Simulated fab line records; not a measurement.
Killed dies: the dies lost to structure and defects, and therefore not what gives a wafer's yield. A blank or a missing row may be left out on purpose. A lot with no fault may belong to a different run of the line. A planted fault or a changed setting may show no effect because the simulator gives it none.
Matching of chambers + flow n5-finfet + 4 sister chambers for N5_GATE_CUT_CMP_43 on cmp-02
The step polishes SiO2. 4 wafers are shown with their chamber, then 10 later ones without.

== WAFERS WITH THEIR CHAMBER ==
| wafer  | chamber | motor-current-A (A) |
|--------|---------|---------------------|
| L078.4 | 0       | 11.6                |
| L082.5 | 2       | 11.1                |
| L084.2 | 1       | 13.0                |
| L084.4 | 3       | 11.0                |

== WAFERS MISSING THEIR CHAMBER ==
| wafer  | motor-current-A (A) |
|--------|---------------------|
| L084.5 | 13.7                |
| L085.2 | 11.6                |
| L085.3 | 11.4                |
| L085.4 | 10.7                |
| L088.1 | 11.8                |
| L088.2 | 12.6                |
| L088.4 | 10.7                |
| L089.2 | 11.6                |
| L089.3 | 10.6                |
| L089.5 | 11.2                |

== CHAMBER TAKEN BY EACH ==
| wafer  | from the rows above          | in truth |
|--------|------------------------------|----------|
| L084.5 | 1                            | 1        |
| L085.2 | can't be placed: 0 or 2 or 3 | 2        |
| L085.3 | can't be placed: 0 or 2 or 3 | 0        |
| L085.4 | can't be placed: 3 or 2 or 0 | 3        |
| L088.1 | can't be placed: 0 or 2 or 3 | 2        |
| L088.2 | can't be placed: 1 or 0      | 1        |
| L088.4 | can't be placed: 3 or 2 or 0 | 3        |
| L089.2 | can't be placed: 0 or 2 or 3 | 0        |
| L089.3 | can't be placed: 3 or 2 or 0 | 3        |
| L089.5 | can't be placed: 2 or 3 or 0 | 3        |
Correctly placed: 1 of 10. Can't be placed from these rows: 9 (the true chamber is among the candidates in 9). Wrongly placed: 0.
How it was worked out, from the rows above alone: a wafer's distance from a chamber is the root of the sum, over the readings, of the square of ((its reading less the chamber's mean) divided by the reading's scatter). If the next closest chamber is less than 2 further off than the closest, the wafer can't be placed; otherwise it belongs to the closest. Each chamber's mean is taken over the wafers shown for it. The scatter: root of mean squared gap, hidden wafer to nearest shown wafer, with one shown wafer a chamber.
